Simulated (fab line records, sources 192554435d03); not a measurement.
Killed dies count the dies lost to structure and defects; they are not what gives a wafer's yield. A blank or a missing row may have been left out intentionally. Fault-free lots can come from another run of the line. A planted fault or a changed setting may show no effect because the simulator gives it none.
Matching of chambers | flow n5 finfet | N5_MOL_CONTACT_COAG_ETCH_48 on rie diel-02 has 4 sister chambers
The step etches SiOC in C4F6/O2, target depth 15 nm, overetch 4.5 nm, time 17 s. 4 wafers are shown with their chamber, then 8 later ones without.

== EACH WAFER AND ITS CHAMBER ==
wafer  | chamber | rf vpp V (V)
L082.4 | 0       | 1601
L085.3 | 1       | 1589
L085.5 | 2       | 1664
L091.1 | 3       | 1576

== WAFERS WITHOUT THEIR CHAMBER ==
wafer  | rf vpp V (V)
L091.4 | 1588
L091.5 | 1588
L095.3 | 1661
L095.5 | 1600
L095.6 | 1577
L097.2 | 1577
L097.4 | 1600
L097.5 | 1576

== EACH ONE'S CHAMBER ==
wafer  | from the rows above | in truth
L091.4 | 1                   | 1
L091.5 | 1                   | 1
L095.3 | 2                   | 2
L095.5 | 0                   | 0
L095.6 | 3                   | 3
L097.2 | 3                   | 3
L097.4 | 0                   | 0
L097.5 | 3                   | 3
Correctly placed: 8 of 8. Number that these rows cannot place: 0. Placed wrongly: 0.
How it was worked out, from the rows above alone: a wafer's distance from a chamber is the root of the sum, over the readings, of the square of ((its reading less the chamber's mean) divided by the reading's scatter). The wafer belongs to the nearest chamber; if the next one is less than 2 further off, it can't be placed. For every chamber, the mean is computed from those of its wafers that are shown. The scatter: root of mean squared gap, hidden wafer to nearest shown wafer, with one shown wafer a chamber.
